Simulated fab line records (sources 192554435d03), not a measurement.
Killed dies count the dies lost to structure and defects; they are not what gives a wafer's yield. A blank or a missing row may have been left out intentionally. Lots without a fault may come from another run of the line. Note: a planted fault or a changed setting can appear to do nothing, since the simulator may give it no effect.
Chamber matching + flow n5_finfet + 4 sister chambers for N5_BEOL_M2_STRIP_36 on rie_diel-01
The step strips in N2/H2. 30 wafers are shown with their chamber, then 12 later ones without.

== WAFERS, EACH WITH ITS CHAMBER ==
| wafer  | chamber | showerhead_plenum_p_Torr (Torr) | drypump_motor_current_A (A) | throttle_valve_pct (%) |
|--------|---------|---------------------------------|-----------------------------|------------------------|
| L075.1 | 1       | 2.41                            | 5.3                         | 24.17                  |
| L075.2 | 3       | 2.51                            | 5.5                         | 23.58                  |
| L075.6 | 0       | 2.64                            | 5.5                         | 23.91                  |
| L076.4 | 2       | 2.53                            | 5.8                         | 23.68                  |
| L076.5 | 3       | 2.51                            | 5.5                         | 23.56                  |
| L076.6 | 0       | 2.64                            | 5.5                         | 23.87                  |
| L078.3 | 3       | 2.51                            | 5.5                         | 23.59                  |
| L078.4 | 1       | 2.41                            | 5.4                         | 24.23                  |
| L078.6 | 3       | 2.51                            | 5.5                         | 23.56                  |
| L079.2 | 1       | 2.41                            | 5.3                         | 24.19                  |
| L079.3 | 3       | 2.51                            | 5.5                         | 23.56                  |
| L079.4 | 2       | 2.53                            | 5.8                         | 23.69                  |
| L083.3 | 2       | 2.52                            | 5.8                         | 23.70                  |
| L083.5 | 2       | 2.52                            | 5.8                         | 23.69                  |
| L083.6 | 1       | 2.41                            | 5.4                         | 24.17                  |
| L081.1 | 1       | 2.40                            | 5.3                         | 24.19                  |
| L081.4 | 2       | 2.52                            | 5.8                         | 23.72                  |
| L081.5 | 2       | 2.52                            | 5.8                         | 23.75                  |
| L082.1 | 3       | 2.50                            | 5.5                         | 23.60                  |
| L082.3 | 1       | 2.40                            | 5.3                         | 24.24                  |
| L082.4 | 2       | 2.52                            | 5.8                         | 23.75                  |
| L084.2 | 1       | 2.40                            | 5.4                         | 24.19                  |
| L084.3 | 2       | 2.52                            | 5.8                         | 23.71                  |
| L084.5 | 2       | 2.52                            | 5.8                         | 23.71                  |
| L085.2 | 0       | 2.63                            | 5.5                         | 23.88                  |
| L085.3 | 3       | 2.50                            | 5.5                         | 23.61                  |
| L085.4 | 1       | 2.40                            | 5.3                         | 24.22                  |
| L088.1 | 2       | 2.52                            | 5.8                         | 23.70                  |
| L088.5 | 2       | 2.52                            | 5.8                         | 23.72                  |
| L088.6 | 1       | 2.40                            | 5.4                         | 24.21                  |

SIGNATURES (means of the wafers above)
| reading                  | chamber 0 | chamber 1 | chamber 2 | chamber 3 | scatter within a chamber |
|--------------------------|-----------|-----------|-----------|-----------|--------------------------|
| showerhead_plenum_p_Torr | 2.6367    | 2.4044    | 2.5218    | 2.5071    | 0.00479                  |
| drypump_motor_current_A  | 5.500     | 5.344     | 5.800     | 5.500     | 0.0292                   |
| throttle_valve_pct       | 23.8867   | 24.2011   | 23.7109   | 23.5800   | 0.0231                   |
Rule: for each reading, subtract the chamber's mean from the wafer's reading, divide by that reading's scatter and square the result; add these up over the readings and take the root, which gives the wafer's distance from the chamber. If the next closest chamber is less than 2 further off than the closest, the wafer can't be placed; otherwise it belongs to the closest. How the scatter is found: for the shown wafers, subtract from each reading the mean of its chamber, square and add these, divide the total by (wafers less chambers), then take the root.

== WAFERS WHOSE CHAMBER IS MISSING ==
| wafer  | showerhead_plenum_p_Torr (Torr) | drypump_motor_current_A (A) | throttle_valve_pct (%) |
|--------|---------------------------------|-----------------------------|------------------------|
| L087.1 | 2.52                            | 5.8                         | 23.73                  |
| L087.3 | 2.50                            | 5.5                         | 23.59                  |
| L087.6 | 2.63                            | 5.5                         | 23.92                  |
| L092.1 | 2.51                            | 5.8                         | 23.75                  |
| L092.4 | 2.50                            | 5.5                         | 23.64                  |
| L092.6 | 2.51                            | 5.8                         | 23.73                  |
| L093.1 | 2.49                            | 5.5                         | 23.61                  |
| L093.2 | 2.40                            | 5.3                         | 24.22                  |
| L093.4 | 2.51                            | 5.8                         | 23.75                  |
| L094.1 | 2.39                            | 5.3                         | 24.25                  |
| L094.5 | 2.49                            | 5.5                         | 23.60                  |
| L094.6 | 2.62                            | 5.5                         | 23.92                  |

== THE CHAMBER EACH PASSED THROUGH ==
| wafer  | from the rows above | in truth |
|--------|---------------------|----------|
| L087.1 | 2                   | 2        |
| L087.3 | 3                   | 3        |
| L087.6 | 0                   | 0        |
| L092.1 | 2                   | 2        |
| L092.4 | 3                   | 3        |
| L092.6 | 2                   | 2        |
| L093.1 | 3                   | 3        |
| L093.2 | 1                   | 1        |
| L093.4 | 2                   | 2        |
| L094.1 | 1                   | 1        |
| L094.5 | 3                   | 3        |
| L094.6 | 0                   | 0        |
Correctly placed: 12 of 12. From these rows, 0 cannot be placed. Number placed wrongly: 0.
